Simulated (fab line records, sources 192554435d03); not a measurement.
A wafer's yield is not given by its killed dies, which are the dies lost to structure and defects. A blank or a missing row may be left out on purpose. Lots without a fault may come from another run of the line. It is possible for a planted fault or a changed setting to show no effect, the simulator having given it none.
fab line records    flow n5_finfet
record lots=24  wafers=72  last_day=19
route steps=1938 shown BEOL_M0_SAQP@651 BEOL_M0@716
lots that met no fault: from a run of the same line without faults
start_h: start of the lot's first displayed wafer, in hours after the record's first day    wait_h: how many hours have passed since the lot's step before this one    " the same as in the row above    L1.1+2: a row that stands for several wafers    - either no value or no given start    * or withheld: withheld    < > ~ a bound
route shown NAME@n: names a module that has steps shown in the file, with the first one's number in the route    usual: mean/standard deviation of fault-free wafers    same: alike in all rows    chamber/n: place in a boat    sites: the reading at each site    _std_site: how widely they spread, as a standard deviation    _edge_site: mean of outer sites minus mean of inner sites    radius_mm: how far each site lies from the wafer's centre    mask NAME#n: copy n    behind: the tool/chamber that last shaped the wafer    hold: reason for holding the lot/hours on hold/outcome of the hold    device: transistor that didn't switch, given as n, p or np    end of line: the route-end tests of the same wafers    a step without rows: its recipe alone    killed: the dies lost at the first sort to structure and to defects; this is not the yield of the wafer    map: a wafer's dies, marking killed ones x, the rest . and places with no die _
set.NAME: the setting as run; set.NAME@STEP: as run at that earlier step    model.NAME: the simulator's own value behind a step, which no gauge read
one table for each step of the route and one row for each wafer, over a sample of lots
services: from which hour (start_h, from the record's first day; less than 0 if before it) a tool's chamber was out of use, for how many hours, and why
## steps
# step N5_BEOL_M0_SAQP_INSPECT_16
# recipe mode=adi  inspect_instrument=brightfield
# usual raw_defect_count=500/140
lot.wafer  tool               chamber  start_h  wait_h  raw_defect_count
L074.2     defect_inspect-01  -        137.17   0.0     940
L074.4     "                  -        "        "       668
L074.5     "                  -        "        "       659
L075.1     defect_inspect-01  -        137.75   0.0     498
L075.3     "                  -        "        "       356
L075.5     "                  -        "        "       463
L076.1     defect_inspect-02  -        137.92   0.0     578
L076.2     "                  -        "        "       373
L076.6     "                  -        "        "       453
L078.1     defect_inspect-01  -        137.98   0.0     423
L078.2     "                  -        "        "       419
L078.6     "                  -        "        "       377
L077.2     defect_inspect-01  -        138.07   0.0     565
L077.3     "                  -        "        "       795
L077.4     "                  -        "        "       577
L079.3     defect_inspect-02  -        139.91   0.0     822
L079.4     "                  -        "        "       491
L079.6     "                  -        "        "       500
L080.1     defect_inspect-01  -        144.64   0.0     311
L080.2     "                  -        "        "       515
L080.6     "                  -        "        "       482
L081.2     defect_inspect-01  -        152.23   0.0     324
L081.3     "                  -        "        "       239
L081.5     "                  -        "        "       483
L082.2     defect_inspect-01  -        160.56   0.0     333
L082.5     "                  -        "        "       371
L082.6     "                  -        "        "       400
L083.1     defect_inspect-02  -        166.00   0.0     405
L083.2     "                  -        "        "       529
L083.3     "                  -        "        "       527
L084.1     defect_inspect-01  -        179.41   0.0     432
L084.3     "                  -        "        "       437
L084.6     "                  -        "        "       539
L085.1     defect_inspect-01  -        184.92   0.0     481
L085.2     "                  -        "        "       430
L085.6     "                  -        "        "       551
L086.4     defect_inspect-02  -        188.55   0.0     499
L086.5     "                  -        "        "       511
L086.6     "                  -        "        "       388
L087.1     defect_inspect-02  -        191.91   0.0     581
L087.3     "                  -        "        "       440
L087.5     "                  -        "        "       653
L088.2     defect_inspect-02  -        201.45   0.0     474
L088.3     "                  -        "        "       403
L088.6     "                  -        "        "       611
L089.3     defect_inspect-01  -        206.42   0.0     585
L089.4     "                  -        "        "       502
L089.6     "                  -        "        "       450
L090.1     defect_inspect-02  -        208.98   0.0     602
L090.4     "                  -        "        "       387
L090.6     "                  -        "        "       503
L092.1     defect_inspect-01  -        212.34   0.0     299
L092.4     "                  -        "        "       395
L092.5     "                  -        "        "       295
L091.1     defect_inspect-01  -        215.77   0.0     539
L091.3     "                  -        "        "       397
L091.4     "                  -        "        "       432
L093.1     defect_inspect-01  -        226.81   0.0     520
L093.4     "                  -        "        "       568
L093.5     "                  -        "        "       484
L094.2     defect_inspect-02  -        232.56   0.0     680
L094.5     "                  -        "        "       496
L094.6     "                  -        "        "       501
L095.1     defect_inspect-01  -        235.26   0.0     550
L095.3     "                  -        "        "       696
L095.4     "                  -        "        "       708
L096.4     defect_inspect-01  -        239.88   0.0     455
L096.5     "                  -        "        "       478
L096.6     "                  -        "        "       468
L097.1     defect_inspect-01  -        247.87   0.0     436
L097.2     "                  -        "        "       523
L097.5     "                  -        "        "       279
# step N5_BEOL_M0_SAQP_OVL_MEAS_41
# recipe points_per_wafer=522
# usual M0_CUT1_OVL=0.2/0.6
lot.wafer  tool        chamber  start_h  wait_h  M0_CUT1_OVL[nm]
L074.2     overlay-01  0        142.42   0.0     0.1
L074.4     "           0        "        "       0.4
L074.5     "           0        "        "       0.4
L075.1     overlay-02  0        143.34   0.0     0.7
L075.3     "           0        "        "       0.9
L075.5     "           0        "        "       0.5
L076.1     overlay-01  0        144.03   0.0     0.8
L076.2     "           0        "        "       0.6
L076.6     "           0        "        "       0.2
L078.1     overlay-02  0        144.30   0.0     0.2
L078.2     "           0        "        "       0.7
L078.6     "           0        "        "       1.0
L077.2     overlay-02  0        144.40   0.0     0.0
L077.3     "           0        "        "       1.0
L077.4     "           0        "        "       0.6
L079.3     overlay-02  0        147.28   0.0     -0.7
L079.4     "           0        "        "       -0.1
L079.6     "           0        "        "       -0.8
L080.1     overlay-01  0        149.26   0.0     -0.3
L080.2     "           0        "        "       0.1
L080.6     "           0        "        "       0.4
L081.2     overlay-02  0        156.77   0.0     0.5
L081.3     "           0        "        "       0.9
L081.5     "           0        "        "       1.0
L082.2     overlay-02  0        165.47   0.0     0.0
L082.5     "           0        "        "       0.3
L082.6     "           0        "        "       -0.2
L083.1     overlay-02  0        169.99   0.0     0.6
L083.2     "           0        "        "       0.9
L083.3     "           0        "        "       0.3
L084.1     overlay-02  0        184.25   0.0     0.8
L084.3     "           0        "        "       0.4
L084.6     "           0        "        "       0.2
L085.1     overlay-01  0        189.41   0.0     -0.5
L085.2     "           0        "        "       -0.2
L085.6     "           0        "        "       -0.6
L086.4     overlay-01  0        192.89   0.0     -0.3
L086.5     "           0        "        "       -0.5
L086.6     "           0        "        "       -0.1
L087.1     overlay-02  0        198.35   0.0     0.7
L087.3     "           0        "        "       0.1
L087.5     "           0        "        "       -0.1
L088.2     overlay-02  0        205.36   0.0     -0.1
L088.3     "           0        "        "       0.6
L088.6     "           0        "        "       -0.1
L089.3     overlay-01  0        210.79   0.0     0.6
L089.4     "           0        "        "       0.1
L089.6     "           0        "        "       0.9
L090.1     overlay-01  0        212.78   0.0     -0.3
L090.4     "           0        "        "       -0.4
L090.6     "           0        "        "       0.1
L092.1     overlay-01  0        216.55   0.0     2.0
L092.4     "           0        "        "       0.4
L092.5     "           0        "        "       0.6
L091.1     overlay-01  0        219.46   0.0     -1.8
L091.3     "           0        "        "       -0.3
L091.4     "           0        "        "       -1.4
L093.1     overlay-01  0        230.55   0.0     -0.1
L093.4     "           0        "        "       0.6
L093.5     "           0        "        "       -0.1
L094.2     overlay-02  0        236.81   0.0     -0.2
L094.5     "           0        "        "       0.7
L094.6     "           0        "        "       1.2
L095.1     overlay-02  0        242.57   0.0     -0.1
L095.3     "           0        "        "       1.3
L095.4     "           0        "        "       0.0
L096.4     overlay-02  0        243.72   0.0     0.0
L096.5     "           0        "        "       0.9
L096.6     "           0        "        "       0.1
L097.1     overlay-02  0        251.63   0.0     -0.6
L097.2     "           0        "        "       -0.7
L097.5     "           0        "        "       -0.5
# step N5_BEOL_M0_HM_OPEN_105
# recipe chemistry=Cl2/BCl3  target_depth_a=120  target=TiN  ion_energy_ev=150  pressure_mtorr=10  icp_w=1000  bias_w=126  Cl2_flow_sccm=53.25  bcl3_flow_sccm=21.75  Ar_flow_sccm=25
# usual bias_w=126.0/0.34  chamber_pressure_mTorr=10.000/0.0091  drypump_motor_current_A=5.5/0.33  oes_product_au=0.75/0.14  throttle_valve_pct=21.91/0.25
lot.wafer  tool          chamber  start_h  wait_h  bias_w  chamber_pressure_mTorr  drypump_motor_current_A  oes_product_au  rf_hours_counter_h  throttle_valve_pct
L074.2     rie_metal-03  0        145.46   0.8     125.9   10.010                  5.6                      0.95            7                   21.64
L074.4     "             1        "        "       125.7   9.989                   5.6                      0.76            -                   21.83
L074.5     "             0        "        "       125.8   9.996                   5.6                      0.94            -                   21.65
L075.1     rie_metal-02  0        145.98   0.1     125.9   9.996                   6.1                      0.91            11                  21.80
L075.3     "             1        "        "       126.1   10.000                  5.5                      0.85            -                   21.63
L075.5     "             0        "        "       126.3   9.990                   6.1                      0.90            -                   21.80
L076.1     rie_metal-01  0        146.91   0.5     125.9   10.000                  5.0                      0.59            143                 22.23
L076.2     "             0        "        "       126.3   9.993                   5.0                      0.59            -                   22.23
L076.6     "             0        "        "       126.1   9.995                   5.1                      0.60            -                   22.22
L078.1     rie_metal-03  0        147.19   0.2     125.9   9.997                   5.6                      0.95            7                   21.64
L078.2     "             1        "        "       125.9   10.013                  5.7                      0.76            37                  21.83
L078.6     "             0        "        "       125.5   10.004                  5.7                      0.94            -                   21.65
L077.2     rie_metal-03  0        148.22   0.8     126.0   9.997                   5.6                      0.96            7                   21.64
L077.3     "             0        "        "       126.3   10.013                  5.6                      0.96            -                   21.62
L077.4     "             1        "        "       126.2   10.004                  5.6                      0.76            -                   21.80
L080.1     rie_metal-01  0        151.77   0.9     126.0   9.993                   5.0                      0.59            144                 22.21
L080.2     "             0        "        "       125.6   9.977                   5.1                      0.59            -                   22.23
L080.6     "             0        "        "       125.6   10.007                  5.0                      0.59            -                   22.23
L079.3     rie_metal-01  0        152.25   2.5     125.9   9.983                   5.1                      0.59            -                   22.22
L079.4     "             0        "        "       125.9   10.015                  5.0                      0.59            -                   22.21
L079.6     "             0        "        "       125.7   10.006                  5.1                      0.60            -                   22.22
L081.2     rie_metal-02  1        160.84   2.3     126.3   10.004                  5.5                      0.84            24                  21.65
L081.3     "             0        "        "       126.5   9.992                   6.1                      0.89            -                   21.79
L081.5     "             0        "        "       126.1   10.006                  6.1                      0.89            -                   21.79
L082.2     rie_metal-03  1        169.15   1.5     126.7   9.996                   5.7                      0.75            39                  21.84
L082.5     "             1        "        "       125.8   10.003                  5.7                      0.75            -                   21.83
L082.6     "             0        "        "       125.6   9.978                   5.6                      0.93            -                   21.67
L083.1     rie_metal-03  1        171.85   0.1     125.6   9.996                   5.7                      0.75            39                  21.83
L083.2     "             0        "        "       125.8   10.021                  5.6                      0.93            10                  21.67
L083.3     "             1        "        "       125.6   9.988                   5.7                      0.76            -                   21.83
L084.1     rie_metal-01  0        187.36   1.5     125.6   9.994                   5.1                      0.58            151                 22.24
L084.3     "             0        "        "       126.3   10.005                  5.0                      0.58            -                   22.23
L084.6     "             0        "        "       125.8   10.001                  5.0                      0.58            -                   22.25
L085.1     rie_metal-03  0        191.53   0.1     125.3   9.994                   5.6                      0.91            11                  21.66
L085.2     "             1        "        "       126.4   10.003                  5.6                      0.75            41                  21.83
L085.6     "             0        "        "       125.7   9.999                   5.6                      0.92            -                   21.68
L086.4     rie_metal-03  1        196.51   1.0     125.9   10.004                  5.7                      0.75            -                   21.84
L086.5     "             0        "        "       126.1   9.997                   5.6                      0.91            -                   21.68
L086.6     "             1        "        "       125.2   10.019                  5.7                      0.74            -                   21.84
L087.1     rie_metal-01  0        207.01   7.1     126.6   10.002                  5.1                      0.57            154                 22.25
L087.3     "             0        "        "       126.0   10.000                  5.0                      0.58            -                   22.24
L087.5     "             0        "        "       126.5   9.996                   5.1                      0.58            -                   22.25
L088.2     rie_metal-03  1        207.14   0.1     126.7   9.999                   5.7                      0.75            42                  21.81
L088.3     "             1        "        "       126.2   10.007                  5.7                      0.75            -                   21.82
L088.6     "             0        "        "       125.5   10.006                  5.6                      0.92            -                   21.65
L089.3     rie_metal-02  1        213.62   1.1     126.1   9.995                   5.5                      0.82            -                   21.66
L089.4     "             0        "        "       126.0   10.019                  6.1                      0.88            -                   21.77
L089.6     "             0        "        "       125.8   9.999                   6.1                      0.88            -                   21.78
L090.1     rie_metal-01  0        218.28   3.7     126.2   10.008                  5.0                      0.57            155                 22.25
L090.4     "             0        "        "       126.3   10.007                  5.1                      0.58            -                   22.26
L090.6     "             0        "        "       126.2   9.983                   5.0                      0.58            -                   22.24
L092.1     rie_metal-03  1        218.37   0.2     126.6   10.006                  5.6                      0.74            43                  21.82
L092.4     "             1        "        "       126.7   10.005                  5.7                      0.75            -                   21.83
L092.5     "             0        "        "       125.6   10.008                  5.6                      0.90            -                   21.65
L091.1     rie_metal-03  1        221.62   0.5     125.9   9.993                   5.7                      0.74            43                  21.84
L091.3     "             0        "        "       126.1   10.001                  5.6                      0.90            -                   21.67
L091.4     "             1        "        "       126.1   10.001                  5.7                      0.74            -                   21.83
L093.1     rie_metal-03  1        233.99   1.7     125.9   10.023                  5.7                      0.75            44                  21.82
L093.4     "             1        "        "       126.1   10.029                  5.7                      0.75            -                   21.82
L093.5     "             1        "        "       125.6   9.999                   5.7                      0.75            -                   21.81
L094.2     rie_metal-01  0        241.03   1.7     125.6   10.000                  5.0                      0.57            -                   22.27
L094.5     "             0        "        "       126.0   10.007                  5.0                      0.57            -                   22.25
L094.6     "             0        "        "       126.4   9.987                   5.0                      0.57            -                   22.26
L095.1     rie_metal-03  0        248.68   4.2     126.2   9.995                   5.7                      0.90            15                  21.67
L095.3     "             1        "        "       125.9   10.009                  5.6                      0.75            -                   21.83
L095.4     "             0        "        "       126.5   9.997                   5.6                      0.90            -                   21.68
L096.4     rie_metal-02  0        248.71   3.4     126.2   9.995                   6.1                      0.87            -                   21.79
L096.5     "             1        "        "       126.0   9.998                   5.5                      0.82            -                   21.62
L096.6     "             0        "        "       126.5   9.996                   6.1                      0.86            -                   21.80
L097.1     rie_metal-01  0        255.41   2.2     126.2   10.008                  5.0                      0.57            163                 22.26
L097.2     "             0        "        "       125.8   10.012                  5.0                      0.56            -                   22.28
L097.5     "             0        "        "       126.1   10.007                  5.0                      0.56            -                   22.28
# step N5_BEOL_M0_ETCH_128
# recipe chemistry=CF4/N2  target_depth_a=120  overetch_a=51  target=SiCN  time_s=21.4  ion_energy_ev=150  pressure_mtorr=40  source_w=430  bias_w=70  Ar_flow_sccm=100  cf4_flow_sccm=60  n2_flow_sccm=60
# usual bias_w=70.02/0.21  chamber_pressure_mTorr=40.00/0.037  drypump_motor_current_A=5.9/0.42  oes_product_au=0.54/0.055  rf_vpp_V=382.5/1.5  showerhead_plenum_p_Torr=2.22/0.062  throttle_valve_pct=15.51/0.19
lot.wafer  tool         chamber  start_h  wait_h  bias_w  chamber_pressure_mTorr  drypump_motor_current_A  oes_product_au  rf_hours_counter_h  rf_vpp_V  showerhead_plenum_p_Torr  throttle_valve_pct
L074.2     rie_diel-01  3        145.78   0.0     70.22   40.07                   6.1                      0.49            213                 380.8     2.18                      15.74
L074.4     "            0        "        "       70.23   39.98                   6.5                      0.54            130                 384.9     2.30                      15.50
L074.5     "            2        "        "       70.18   39.97                   6.3                      0.63            -                   384.1     2.26                      15.42
L075.1     rie_diel-01  1        146.30   0.0     70.27   40.02                   6.0                      0.50            159                 380.6     2.11                      15.43
L075.3     "            2        "        "       69.87   40.07                   6.3                      0.63            19                  383.2     2.26                      15.44
L075.5     "            1        "        "       70.02   40.06                   6.0                      0.49            -                   380.1     2.11                      15.40
L076.1     rie_diel-06  1        148.07   0.6     70.12   40.03                   6.5                      0.49            227                 382.7     2.27                      15.74
L076.2     "            2        "        "       70.11   40.00                   5.4                      0.52            182                 383.2     2.19                      15.39
L076.6     "            3        "        "       69.68   40.01                   5.3                      0.62            -                   383.1     2.26                      15.36
L078.1     rie_diel-03  2        148.18   0.6     70.16   39.95                   5.4                      0.51            170                 380.7     2.20                      15.24
L078.2     "            0        "        "       69.83   40.01                   6.1                      0.50            164                 382.3     2.20                      15.72
L078.6     "            3        "        "       70.02   40.09                   6.3                      0.59            -                   381.2     2.15                      15.01
L077.2     rie_diel-01  3        149.80   0.9     70.16   39.98                   6.1                      0.49            215                 382.2     2.18                      15.75
L077.3     "            2        "        "       70.01   39.99                   6.2                      0.62            21                  382.0     2.26                      15.44
L077.4     "            1        "        "       70.49   39.98                   5.9                      0.50            161                 380.8     2.11                      15.41
L080.1     rie_diel-01  2        152.33   0.0     69.60   39.95                   6.2                      0.61            22                  381.9     2.25                      15.44
L080.2     "            3        "        "       69.81   39.99                   6.2                      0.49            217                 382.1     2.18                      15.76
L080.6     "            3        "        "       69.88   40.02                   6.2                      0.49            -                   382.6     2.18                      15.75
L079.3     rie_diel-06  1        152.64   0.0     69.95   40.02                   6.5                      0.48            229                 383.8     2.27                      15.72
L079.4     "            2        "        "       70.29   40.00                   5.4                      0.51            184                 381.2     2.19                      15.40
L079.6     "            3        "        "       70.35   40.04                   5.3                      0.61            -                   384.2     2.26                      15.36
L081.2     rie_diel-06  1        161.16   0.0     69.90   40.01                   6.5                      0.48            231                 384.8     2.27                      15.75
L081.3     "            2        "        "       69.90   40.04                   5.4                      0.51            186                 381.7     2.19                      15.40
L081.5     "            3        "        "       69.68   40.06                   5.3                      0.62            -                   385.2     2.26                      15.38
L082.2     rie_diel-03  1        169.73   0.2     70.11   40.01                   5.4                      0.58            70                  383.3     2.25                      15.62
L082.5     "            0        "        "       69.71   40.00                   6.1                      0.51            -                   383.1     2.20                      15.75
L082.6     "            1        "        "       70.14   40.00                   5.5                      0.58            -                   385.1     2.25                      15.62
L083.1     rie_diel-06  0        172.27   0.1     69.88   39.96                   5.8                      0.64            118                 385.0     2.32                      15.49
L083.2     "            1        "        "       70.17   39.98                   6.5                      0.48            235                 382.7     2.26                      15.75
L083.3     "            2        "        "       69.98   39.99                   5.4                      0.50            190                 382.9     2.19                      15.42
L084.1     rie_diel-01  3        187.84   0.0     70.05   40.01                   6.1                      0.48            228                 381.4     2.17                      15.78
L084.3     "            1        "        "       69.79   39.99                   5.9                      0.48            173                 379.0     2.10                      15.46
L084.6     "            2        "        "       70.18   39.98                   6.2                      0.60            -                   382.6     2.25                      15.46
L085.1     rie_diel-03  0        192.03   0.0     70.04   40.03                   6.1                      0.47            178                 382.0     2.20                      15.74
L085.2     "            2        "        "       70.09   39.98                   5.4                      0.48            184                 382.3     2.19                      15.27
L085.6     "            1        "        "       70.15   39.95                   5.5                      0.55            -                   381.8     2.25                      15.65
L086.4     rie_diel-06  1        196.96   0.2     69.89   40.06                   6.5                      0.48            244                 385.2     2.26                      15.77
L086.5     "            2        "        "       70.13   40.06                   5.4                      0.51            -                   381.2     2.19                      15.42
L086.6     "            1        "        "       69.75   39.93                   6.5                      0.47            -                   382.6     2.26                      15.76
L088.2     rie_diel-03  3        207.50   0.0     70.15   40.01                   6.3                      0.56            87                  380.6     2.14                      15.07
L088.3     "            1        "        "       70.13   40.02                   5.4                      0.57            83                  383.1     2.24                      15.65
L088.6     "            3        "        "       70.23   39.98                   6.3                      0.56            -                   382.0     2.14                      15.08
L087.1     rie_diel-01  1        207.74   0.2     69.84   40.03                   5.9                      0.50            181                 380.3     2.10                      15.47
L087.3     "            3        "        "       70.07   40.03                   6.1                      0.48            235                 381.3     2.17                      15.79
L087.5     "            1        "        "       69.96   39.99                   5.9                      0.50            -                   379.4     2.10                      15.48
L089.3     rie_diel-01  0        214.05   0.2     70.25   39.98                   6.4                      0.52            154                 384.1     2.29                      15.54
L089.4     "            3        "        "       70.10   39.99                   6.1                      0.47            237                 381.5     2.17                      15.80
L089.6     "            3        "        "       70.04   39.92                   6.1                      0.48            -                   380.8     2.17                      15.80
L092.1     rie_diel-06  3        218.68   0.0     70.38   39.94                   5.3                      0.57            48                  382.9     2.25                      15.42
L092.4     "            2        "        "       70.24   40.06                   5.4                      0.51            205                 382.5     2.19                      15.43
L092.5     "            2        "        "       70.03   40.03                   5.4                      0.52            -                   382.1     2.19                      15.42
L090.1     rie_diel-01  0        218.74   0.0     69.93   40.04                   6.4                      0.53            155                 385.5     2.29                      15.54
L090.4     "            1        "        "       70.40   39.94                   5.9                      0.49            184                 381.1     2.10                      15.47
L090.6     "            2        "        "       69.90   40.08                   6.2                      0.62            -                   383.8     2.25                      15.47
L091.1     rie_diel-06  3        222.05   0.0     69.81   40.02                   5.3                      0.57            50                  385.1     2.25                      15.41
L091.3     "            2        "        "       69.58   40.03                   5.3                      0.60            206                 382.1     2.19                      15.44
L091.4     "            3        "        "       69.86   39.94                   5.3                      0.58            -                   383.4     2.25                      15.42
L093.1     rie_diel-06  2        234.70   0.3     69.78   40.02                   5.3                      0.50            212                 381.8     2.18                      15.45
L093.4     "            3        "        "       69.97   40.00                   5.3                      0.57            -                   381.9     2.25                      15.43
L093.5     "            0        "        "       70.17   40.00                   5.8                      0.52            -                   384.2     2.31                      15.54
L094.2     rie_diel-01  1        241.77   0.1     70.42   40.01                   6.0                      0.48            191                 380.0     2.10                      15.49
L094.5     "            3        "        "       70.29   39.98                   6.1                      0.49            -                   382.0     2.17                      15.82
L094.6     "            0        "        "       69.91   40.07                   6.4                      0.53            -                   384.2     2.29                      15.56
L096.4     rie_diel-03  2        249.02   0.0     70.22   40.04                   5.4                      0.47            204                 380.6     2.18                      15.33
L096.5     "            3        "        "       69.94   39.97                   6.3                      0.56            -                   380.0     2.14                      15.08
L096.6     "            2        "        "       69.78   40.01                   5.4                      0.48            -                   382.9     2.18                      15.32
L095.1     rie_diel-01  3        249.09   0.0     69.91   39.99                   6.1                      0.47            248                 381.7     2.17                      15.82
L095.3     "            1        "        "       69.86   40.06                   5.9                      0.48            193                 379.0     2.10                      15.49
L095.4     "            0        "        "       70.58   40.00                   6.5                      0.51            165                 382.0     2.29                      15.56
L097.1     rie_diel-03  2        256.09   0.2     70.10   40.02                   5.4                      0.49            207                 381.6     2.18                      15.32
L097.2     "            1        "        "       70.26   40.03                   5.5                      0.53            99                  383.1     2.24                      15.69
L097.5     "            2        "        "       69.76   40.07                   5.4                      0.49            -                   382.6     2.18                      15.33
# step N5_BEOL_M0_OCD_MEAS_108
# usual trench_depth_nm=32.5/0.9
lot.wafer  tool    chamber  start_h  wait_h  trench_depth_nm
L074.2     ocd-01  -        145.93   0.1     34.3
L074.4     "       -        "        "       31.4
L074.5     "       -        "        "       33.8
L075.1     ocd-01  -        146.45   0.1     31.8
L075.3     "       -        "        "       33.6
L075.5     "       -        "        "       31.5
L076.1     ocd-01  -        148.22   0.1     32.4
L076.2     "       -        "        "       31.3
L076.6     "       -        "        "       31.8
L078.1     ocd-02  -        148.33   0.1     32.5
L078.2     "       -        "        "       32.9
L078.6     "       -        "        "       32.7
L077.2     ocd-01  -        149.95   0.1     33.9
L077.3     "       -        "        "       33.8
L077.4     "       -        "        "       31.8
L080.1     ocd-02  -        152.49   0.1     33.7
L080.2     "       -        "        "       33.5
L080.6     "       -        "        "       34.1
L079.3     ocd-01  -        152.79   0.1     32.6
L079.4     "       -        "        "       31.4
L079.6     "       -        "        "       32.1
L081.2     ocd-01  -        161.30   0.1     32.2
L081.3     "       -        "        "       31.3
L081.5     "       -        "        "       31.4
L082.2     ocd-02  -        169.88   0.1     31.9
L082.5     "       -        "        "       32.7
L082.6     "       -        "        "       32.2
L083.1     ocd-02  -        172.43   0.1     33.2
L083.2     "       -        "        "       31.8
L083.3     "       -        "        "       32.1
L084.1     ocd-01  -        187.99   0.1     33.8
L084.3     "       -        "        "       31.9
L084.6     "       -        "        "       33.8
L085.1     ocd-02  -        192.17   0.1     32.4
L085.2     "       -        "        "       32.1
L085.6     "       -        "        "       31.8
L086.4     ocd-02  -        197.11   0.1     31.7
L086.5     "       -        "        "       31.7
L086.6     "       -        "        "       31.8
L088.2     ocd-01  -        207.64   0.1     32.4
L088.3     "       -        "        "       32.7
L088.6     "       -        "        "       33.4
L087.1     ocd-02  -        207.89   0.1     33.0
L087.3     "       -        "        "       34.2
L087.5     "       -        "        "       32.9
L089.3     ocd-01  -        214.20   0.1     31.8
L089.4     "       -        "        "       33.8
L089.6     "       -        "        "       33.4
L092.1     ocd-01  -        218.83   0.1     31.5
L092.4     "       -        "        "       31.7
L092.5     "       -        "        "       31.2
L090.1     ocd-02  -        218.89   0.1     31.2
L090.4     "       -        "        "       32.6
L090.6     "       -        "        "       33.8
L091.1     ocd-01  -        222.20   0.1     31.3
L091.3     "       -        "        "       31.2
L091.4     "       -        "        "       32.5
L093.1     ocd-01  -        234.85   0.1     30.9
L093.4     "       -        "        "       32.0
L093.5     "       -        "        "       33.3
L094.2     ocd-02  -        241.92   0.1     31.9
L094.5     "       -        "        "       33.3
L094.6     "       -        "        "       31.6
L096.4     ocd-02  -        249.17   0.1     31.5
L096.5     "       -        "        "       32.6
L096.6     "       -        "        "       31.7
L095.1     ocd-02  -        249.24   0.1     33.8
L095.3     "       -        "        "       31.8
L095.4     "       -        "        "       31.3
L097.1     ocd-02  -        256.24   0.1     31.7
L097.2     "       -        "        "       32.8
L097.5     "       -        "        "       32.5
# step N5_BEOL_M0_DEGAS_112
# recipe ambient=vacuum  temp_c=250  time_s=60
# usual heater_power_w=344/47
lot.wafer  tool            chamber  start_h  wait_h  heater_power_w
L074.2     pvd_sputter-02  -        146.52   0.3     406
L074.4     "               -        "        "       304
L074.5     "               -        "        "       363
L075.1     pvd_sputter-02  -        147.04   0.3     357
L075.3     "               -        "        "       406
L075.5     "               -        "        "       361
L076.1     pvd_sputter-02  -        149.46   0.4     311
L076.2     "               -        "        "       280
L076.6     "               -        "        "       352
L078.1     pvd_sputter-02  -        149.54   0.4     408
L078.2     "               -        "        "       352
L078.6     "               -        "        "       292
L077.2     pvd_sputter-02  -        151.62   0.8     314
L077.3     "               -        "        "       285
L077.4     "               -        "        "       351
L080.1     pvd_sputter-01  -        152.96   0.1     348
L080.2     "               -        "        "       309
L080.6     "               -        "        "       460
L079.3     pvd_sputter-03  -        153.45   0.4     316
L079.4     "               -        "        "       318
L079.6     "               -        "        "       363
L081.2     pvd_sputter-02  -        161.59   0.0     308
L081.3     "               -        "        "       407
L081.5     "               -        "        "       299
L082.2     pvd_sputter-01  -        171.07   0.9     463
L082.5     "               -        "        "       305
L082.6     "               -        "        "       354
L083.1     pvd_sputter-01  -        174.37   1.5     354
L083.2     "               -        "        "       342
L083.3     "               -        "        "       308
L084.1     pvd_sputter-01  -        188.88   0.6     446
L084.3     "               -        "        "       352
L084.6     "               -        "        "       355
L085.1     pvd_sputter-02  -        194.11   1.7     407
L085.2     "               -        "        "       357
L085.6     "               -        "        "       305
L086.4     pvd_sputter-01  -        199.12   1.2     307
L086.5     "               -        "        "       306
L086.6     "               -        "        "       359
L088.2     pvd_sputter-02  -        208.25   0.3     357
L088.3     "               -        "        "       306
L088.6     "               -        "        "       352
L087.1     pvd_sputter-02  -        208.51   0.3     288
L087.3     "               -        "        "       314
L087.5     "               -        "        "       306
L089.3     pvd_sputter-01  -        214.82   0.2     440
L089.4     "               -        "        "       344
L089.6     "               -        "        "       340
L092.1     pvd_sputter-03  -        219.72   0.3     316
L092.4     "               -        "        "       353
L092.5     "               -        "        "       306
L090.1     pvd_sputter-03  -        220.12   0.6     314
L090.4     "               -        "        "       318
L090.6     "               -        "        "       362
L091.1     pvd_sputter-01  -        223.15   0.7     453
L091.3     "               -        "        "       349
L091.4     "               -        "        "       303
L093.1     pvd_sputter-03  -        235.88   0.1     300
L093.4     "               -        "        "       324
L093.5     "               -        "        "       355
L094.2     pvd_sputter-01  -        242.23   0.1     297
L094.5     "               -        "        "       353
L094.6     "               -        "        "       304
L096.4     pvd_sputter-03  -        249.62   0.2     314
L096.5     "               -        "        "       357
L096.6     "               -        "        "       310
L095.1     pvd_sputter-02  -        249.72   0.2     364
L095.3     "               -        "        "       286
L095.4     "               -        "        "       387
L097.1     pvd_sputter-01  -        257.06   0.6     307
L097.2     "               -        "        "       447
L097.5     "               -        "        "       456
## services
tool            chamber  start_h  hours  kind
pvd_sputter-01  -        128.15   7.3    repair
pvd_sputter-01  -        138.01   14.9   repair
rie_metal-01    1        144.96   112.8  repair
pvd_sputter-02  -        152.82   8.3    repair
rie_metal-03    1        165.66   1.4    repair
rie_metal-01    -        188.23   0.6    repair
rie_diel-06     1        220.53   -      clean
rie_diel-06     1        220.53   -      consumable_replace:focus_ring
rie_diel-06     1        220.53   20.2   scheduled_down
rie_diel-06     1        220.53   20.2   vent_cycle
rie_diel-03     -        222.26   2.8    pm
rie_metal-03    -        254.30   4.3    pm
rie_diel-01     3        255.63   -      clean
rie_diel-01     3        255.63   -      consumable_replace:focus_ring
rie_diel-01     3        255.63   20.5   scheduled_down
rie_diel-01     3        255.63   20.5   vent_cycle
## key
fault none
